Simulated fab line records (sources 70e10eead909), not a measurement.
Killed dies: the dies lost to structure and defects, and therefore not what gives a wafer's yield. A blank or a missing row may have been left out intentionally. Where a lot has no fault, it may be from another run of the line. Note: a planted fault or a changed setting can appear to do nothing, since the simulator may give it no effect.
Matching of chambers + flow nand_harc + NHARC_P_CONTACT_ETCH_35 on rie_diel-03: 4 sister chambers
The step etches the open film in CF4, target depth 39 nm, time 65 s. 14 wafers are shown with their chamber, then 7 later ones without.

== WAFERS WITH THEIR CHAMBER ==
| wafer  | chamber | showerhead_plenum_p_Torr (Torr) | rf_vpp_V (V) | throttle_valve_pct (%) |
|--------|---------|---------------------------------|--------------|------------------------|
| L077.1 | 0       | 1.73                            | 149.7        | 13.281                 |
| L077.2 | 2       | 1.74                            | 151.2        | 13.293                 |
| L077.3 | 1       | 1.80                            | 151.2        | 13.283                 |
| L078.2 | 3       | 1.85                            | 152.0        | 13.280                 |
| L078.4 | 0       | 1.73                            | 150.1        | 13.287                 |
| L078.6 | 2       | 1.74                            | 149.8        | 13.296                 |
| L080.1 | 0       | 1.73                            | 149.7        | 13.298                 |
| L080.3 | 1       | 1.80                            | 152.1        | 13.286                 |
| L080.6 | 3       | 1.85                            | 151.6        | 13.289                 |
| L081.2 | 1       | 1.79                            | 152.4        | 13.283                 |
| L081.4 | 3       | 1.85                            | 152.9        | 13.290                 |
| L081.5 | 0       | 1.73                            | 150.5        | 13.273                 |
| L083.1 | 1       | 1.79                            | 151.7        | 13.284                 |
| L083.3 | 0       | 1.73                            | 149.5        | 13.290                 |

SIGNATURES (means of the wafers above)
| reading                  | chamber 0 | chamber 1 | chamber 2 | chamber 3 | scatter within a chamber |
|--------------------------|-----------|-----------|-----------|-----------|--------------------------|
| showerhead_plenum_p_Torr | 1.7300    | 1.7950    | 1.7400    | 1.8500    | 0.00316                  |
| rf_vpp_V                 | 149.900   | 151.850   | 150.500   | 152.167   | 0.576                    |
| throttle_valve_pct       | 13.28580  | 13.28400  | 13.29450  | 13.28633  | 0.00653                  |
Rule: a wafer's distance from a chamber is the root of the sum, over the readings, of the square of ((its reading less the chamber's mean) divided by the reading's scatter). The wafer belongs to the nearest chamber; if the next one is less than 2 further off, it can't be placed. The scatter is the square root of a quotient: the sum, over the shown wafers, of each reading's squared deviation from its chamber's mean, divided by wafers minus chambers.

== WAFERS WHOSE CHAMBER IS MISSING ==
| wafer  | showerhead_plenum_p_Torr (Torr) | rf_vpp_V (V) | throttle_valve_pct (%) |
|--------|---------------------------------|--------------|------------------------|
| L083.4 | 1.85                            | 153.2        | 13.279                 |
| L088.4 | 1.73                            | 151.9        | 13.272                 |
| L088.5 | 1.85                            | 152.3        | 13.295                 |
| L088.6 | 1.73                            | 150.5        | 13.298                 |
| L089.3 | 1.85                            | 151.9        | 13.283                 |
| L089.5 | 1.79                            | 151.3        | 13.293                 |
| L089.6 | 1.74                            | 149.6        | 13.285                 |

== CHAMBER TAKEN BY EACH ==
| wafer  | from the rows above     | in truth |
|--------|-------------------------|----------|
| L083.4 | 3                       | 3        |
| L088.4 | can't be placed: 0 or 2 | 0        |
| L088.5 | 3                       | 3        |
| L088.6 | can't be placed: 0 or 2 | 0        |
| L089.3 | 3                       | 3        |
| L089.5 | 1                       | 1        |
| L089.6 | can't be placed: 2 or 0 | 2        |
Correctly placed: 4 of 7. These rows do not allow placing 3 (true chamber among the candidates in 3). Placed wrongly: 0.
